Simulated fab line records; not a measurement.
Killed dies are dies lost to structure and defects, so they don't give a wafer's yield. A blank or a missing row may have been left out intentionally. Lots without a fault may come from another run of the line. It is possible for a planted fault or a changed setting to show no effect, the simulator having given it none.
Chamber matching + flow nandHarc + cmp-02 running NHARC_A_SGD_CUT_CMP_21: 4 sister chambers
The step polishes, target thk 148.19 nm. 16 wafers are shown with their chamber, then 8 later ones without.

== EACH WAFER AND ITS CHAMBER ==
| wafer  | chamber | motorCurrentA (A) | timeToEndpointS (s) |
|--------|---------|-------------------|---------------------|
| L078.2 | 3       | 11.4              | 51.5                |
| L078.4 | 2       | 13.9              | 54.8                |
| L078.5 | 3       | 11.1              | 50.8                |
| L081.1 | 1       | 10.6              | 56.0                |
| L081.3 | 2       | 14.6              | 54.1                |
| L081.5 | 0       | 11.9              | 51.0                |
| L084.1 | 1       | 11.2              | 56.2                |
| L084.2 | 2       | 13.0              | 54.3                |
| L084.5 | 0       | 11.9              | 52.0                |
| L086.1 | 0       | 11.1              | 48.6                |
| L086.2 | 3       | 11.5              | 50.0                |
| L086.4 | 1       | 10.7              | 54.2                |
| L085.1 | 3       | 11.0              | 47.4                |
| L085.3 | 1       | 11.1              | 53.0                |
| L085.6 | 0       | 11.6              | 49.3                |
| L090.2 | 0       | 10.8              | 48.9                |

SIGNATURES (means of the wafers above)
| reading         | chamber 0 | chamber 1 | chamber 2 | chamber 3 | scatter within a chamber |
|-----------------|-----------|-----------|-----------|-----------|--------------------------|
| motorCurrentA   | 11.460    | 10.900    | 13.833    | 11.250    | 0.473                    |
| timeToEndpointS | 49.960    | 54.850    | 54.400    | 49.925    | 1.46                     |
Rule: distance of a wafer from a chamber = root of the sum over the readings of ((wafer's reading minus chamber's mean) / reading's scatter) squared. The wafer belongs to the nearest chamber; if the next one is less than 2 further off, it can't be placed. The scatter is the square root of a quotient: the sum, over the shown wafers, of each reading's squared deviation from its chamber's mean, divided by wafers minus chambers.

== WAFERS MISSING THEIR CHAMBER ==
| wafer  | motorCurrentA (A) | timeToEndpointS (s) |
|--------|-------------------|---------------------|
| L090.4 | 14.3              | 50.9                |
| L090.5 | 11.3              | 46.6                |
| L094.1 | 10.7              | 46.9                |
| L094.2 | 13.7              | 50.6                |
| L094.5 | 10.0              | 48.5                |
| L097.2 | 11.5              | 46.6                |
| L097.4 | 10.9              | 49.9                |
| L097.6 | 11.5              | 49.9                |

== CHAMBER TAKEN BY EACH ==
| wafer  | from the rows above          | in truth |
|--------|------------------------------|----------|
| L090.4 | 2                            | 2        |
| L090.5 | can't be placed: 3 or 0      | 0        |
| L094.1 | can't be placed: 3 or 0      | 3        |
| L094.2 | 2                            | 2        |
| L094.5 | can't be placed: 3 or 0 or 1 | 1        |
| L097.2 | can't be placed: 0 or 3      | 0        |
| L097.4 | can't be placed: 3 or 0      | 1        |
| L097.6 | can't be placed: 0 or 3      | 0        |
Placed correctly: 2 of 8. Unplaceable from these rows: 6, with the true chamber sitting among the candidates in 5. Number placed wrongly: 0.
